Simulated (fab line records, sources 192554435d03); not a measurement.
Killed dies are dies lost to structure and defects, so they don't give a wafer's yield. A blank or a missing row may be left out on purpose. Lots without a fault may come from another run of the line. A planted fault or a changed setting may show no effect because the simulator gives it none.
Which tool did it? | flow n5_finfet | 12 lots, 36 wafers sampled, at 2 steps of a route of 1938

WHAT THE GAUGES READ, wafer by wafer
N5_HKMG_FIN_INSPECT_28: inspects for defects (darkfield).
lot  | measured     | on                | raw_defect_count
L075 | day 4 17:29  | defect_inspect-01 | 28 22 32
L077 | day 5 02:54  | defect_inspect-01 | 17 34 33
L079 | day 5 13:29  | defect_inspect-01 | 34 44 25
L081 | day 6 03:01  | defect_inspect-01 | 39 35 55
L084 | day 6 19:47  | defect_inspect-01 | 28 19 15
L085 | day 7 05:46  | defect_inspect-01 | 49 68 46
L087 | day 7 14:02  | defect_inspect-01 | 35 41 22
L089 | day 8 04:29  | defect_inspect-02 | 41 47 19
L091 | day 8 14:10  | defect_inspect-01 | 61 63 69
L093 | day 9 01:18  | defect_inspect-01 | 58 35 45
L095 | day 9 15:05  | defect_inspect-02 | 33 18 20
L097 | day 10 03:01 | defect_inspect-01 | 76 43 65

WHICH TOOL RAN EACH LOT (tool, then ch and the chambers of the sampled wafers, then the start)
lot  | N5_HKMG_FIN_ALD_75
L075 | ald_hk-03 ch 0,1,3, day 4 09:00
L077 | ald_hk-03 ch 0,3, day 4 17:59
L079 | ald_hk-03 ch 2,3, day 5 04:56
L081 | ald_hk-02 ch 1,2,3, day 5 18:32
L084 | ald_hk-02 ch 0,2,3, day 6 11:23
L085 | ald_hk-02 ch 0,1,3, day 6 21:14
L087 | ald_hk-03 ch 2,3, day 7 05:44
L089 | ald_hk-02 ch 1,2,3, day 7 20:09
L091 | ald_hk-03 ch 0,3, day 8 05:38
L093 | ald_hk-01 ch 0,1,3, day 8 17:06
L095 | ald_hk-01 ch 0,2,3, day 9 06:07
L097 | ald_hk-01 ch 0,2, day 9 18:10
- N5_HKMG_FIN_ALD_75: deposits Al2O3, target thk 1 nm, co reactant pulse time 1 s.

THE ANSWER, worked out from the rows above alone
Rule: what is usual is taken from the lots themselves. Put in order of their means at a reading, lots are off if they are a third of the lots or fewer, leave a main group of 4 or more, and stand apart from it by a gap of 3 or more times the standard deviation of the main group's means; of several such gaps the widest counts. A main group whose means are all the same, to the digits that the tables above print for the reading, isn't used. A lot without any number at a reading at which 4 lots or more have one is off too. The other lots that the step has rows for count as sound.
No lot is off at any reading shown: from this, nothing can be told.

WHAT THE SIMULATOR HAD PUT IN
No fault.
